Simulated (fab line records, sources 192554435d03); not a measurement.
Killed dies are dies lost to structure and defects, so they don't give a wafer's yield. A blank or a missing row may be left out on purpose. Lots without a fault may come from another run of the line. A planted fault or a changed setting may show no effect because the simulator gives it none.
Split-lot experiment | flow n5_finfet | 7 lots, 21 wafers read, on a route of 1938 steps

THE SPLIT
At N5_PASSIVATION_ETCH_59 (etches TaN in Cl2/BCl3, target depth 65 nm, time 34.9 s), the setting time_s was moved away from the recipe's 34.9 s on 4 of the 21 wafers read, by -22.3% to +22.1%. The other wafers ran this setting at the recipe's value.

The reading is taken at the split's own step.

THE READING
etch.depth_nm (the simulator's own value, which no gauge read), in nm, at N5_PASSIVATION_ETCH_59 (etches TaN in Cl2/BCl3, target depth 65 nm, time 34.9 s). The file gives no usual value for it. The 17 wafers here that ran the recipe average 64.55 nm, standard deviation 1.3 nm.

wafer  | tool, chamber at the split | time_s as run, s | against the recipe | etch.depth_nm, nm | against lot-mates on the recipe
L074.3 | rie_metal-03, 1            | 34.9             | recipe             | 64.07             | -
L074.5 | rie_metal-03, 1            | 27.11            | -22.3%             | 49.67             | -14.97
L074.6 | rie_metal-03, 0            | 34.9             | recipe             | 65.22             | -
L075.3 | rie_metal-01, 0            | 34.9             | recipe             | 62.56             | -
L075.4 | rie_metal-01, 1            | 34.9             | recipe             | 64.76             | -
L075.5 | rie_metal-01, 0            | 34.9             | recipe             | 63.56             | -
L078.1 | rie_metal-03, 1            | 34.9             | recipe             | 63.7              | -
L078.2 | rie_metal-03, 0            | 34.9             | recipe             | 65.19             | -
L078.4 | rie_metal-03, 1            | 34.9             | recipe             | 63.31             | -
L077.2 | rie_metal-02, 0            | 34.9             | recipe             | 64.41             | -
L077.3 | rie_metal-02, 0            | 34.9             | recipe             | 64.39             | -
L077.5 | rie_metal-02, 1            | 34.9             | recipe             | 64.77             | -
L088.1 | rie_metal-03, 1            | 42.63            | +22.1%             | 79.07             | +13.64
L088.2 | rie_metal-03, 0            | 34.9             | recipe             | 65.41             | -
L088.3 | rie_metal-03, 0            | 34.9             | recipe             | 65.44             | -
L090.2 | rie_metal-01, 1            | 38.03            | +9.0%              | 73.02             | +7.23
L090.3 | rie_metal-01, 0            | 34.9             | recipe             | 63.87             | -
L090.4 | rie_metal-01, 1            | 34.9             | recipe             | 67.71             | -
L094.3 | rie_metal-01, 1            | 37.01            | +6.0%              | 70.78             | +6.33
L094.5 | rie_metal-01, 1            | 34.9             | recipe             | 66.52             | -
L094.6 | rie_metal-01, 0            | 34.9             | recipe             | 62.38             | -

THE FIT
A straight line over all 21 wafers: etch.depth_nm changes by +0.691 nm for each +1% of time_s; r = +0.97; the points scatter about the line by 1.4 nm.
The same after taking each lot's own level away (the mean of its wafers on the recipe; 21 wafers): +0.667 nm for each +1%; r = +0.97; scatter 1.2 nm.
On that fit, the largest move of time_s shifts the reading by 15 nm.
The lots' own levels span 63.627 to 65.790 nm, that is 1.7 times the standard deviation above.
So the lot-to-lot level changes the slope little: the two slopes agree.
Check: with one of the wafers moved furthest among these (-22.3%) left out of the fit, the line predicts -14.6 nm for it against its lot-mates. It came out at -15 nm against them.

OTHER SPLITS ON THESE WAFERS
These wafers also went through other splits before the reading. Each is held against what the fit with the lots' levels taken away leaves over:
other split on the same wafers      | wafers away from the commonest value | r with etch.depth_nm (lot level and that fit taken away)
N5_BEOL_M14_PEB_08 peb_time_s       | 7                                    | -0.19
N5_BEOL_M15_EXPOSE_25 dose_mj       | 4                                    | +0.31
N5_BEOL_M15_TRENCH_ETCH_34 time_s   | 2                                    | +0.00
N5_BEOL_M15_STRIP_37 pressure_mtorr | 15                                   | +0.07
N5_PASSIVATION_EXPOSE_27 dose_mj    | 7                                    | +0.03

THE FILE'S OWN FIT
etch.depth_nm changes by +0.669 nm for each +1% of time_s, r = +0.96.
